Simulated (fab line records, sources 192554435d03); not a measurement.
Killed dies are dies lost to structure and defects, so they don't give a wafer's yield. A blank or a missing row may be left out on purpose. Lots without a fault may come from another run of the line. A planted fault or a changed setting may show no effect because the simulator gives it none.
Chamber matching | flow n5_finfet | N5_HKMG_FIN_ETCH_58 on rie_diel-04: 4 sister chambers
The step etches SOC in N2/H2, target depth 215.8 nm, time 741 s. 4 wafers are shown with their chamber, then 10 later ones without.

WAFERS WITH THEIR CHAMBER
wafer  | chamber | showerhead_plenum_p_Torr (Torr)
L083.4 | 1       | 2.62
L083.6 | 2       | 2.56
L086.3 | 3       | 2.62
L086.5 | 0       | 2.52

WAFERS WITHOUT THEIR CHAMBER
wafer  | showerhead_plenum_p_Torr (Torr)
L086.6 | 2.62
L088.1 | 2.61
L088.5 | 2.52
L088.6 | 2.62
L090.2 | 2.61
L090.3 | 2.61
L090.6 | 2.61
L093.1 | 2.61
L093.3 | 2.51
L093.6 | 2.61

WHICH CHAMBER EACH WENT THROUGH
wafer  | from the rows above     | in truth
L086.6 | can't be placed: 1 or 3 | 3
L088.1 | can't be placed: 1 or 3 | 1
L088.5 | 0                       | 0
L088.6 | can't be placed: 1 or 3 | 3
L090.2 | can't be placed: 1 or 3 | 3
L090.3 | can't be placed: 1 or 3 | 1
L090.6 | can't be placed: 1 or 3 | 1
L093.1 | can't be placed: 1 or 3 | 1
L093.3 | 0                       | 0
L093.6 | can't be placed: 1 or 3 | 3
Placed correctly: 2 of 10. Can't be placed from these rows: 8 (the true chamber is among the candidates in 8). Placed wrongly: 0.
How it was worked out, from the rows above alone: a wafer's distance from a chamber is the root of the sum, over the readings, of the square of ((its reading less the chamber's mean) divided by the reading's scatter). The wafer belongs to the nearest chamber; if the next one is less than 2 further off, it can't be placed. A chamber's mean is the mean of its shown wafers. The scatter: with one shown wafer a chamber, the root of the mean of the squares of how far each hidden wafer lies from its nearest shown one.
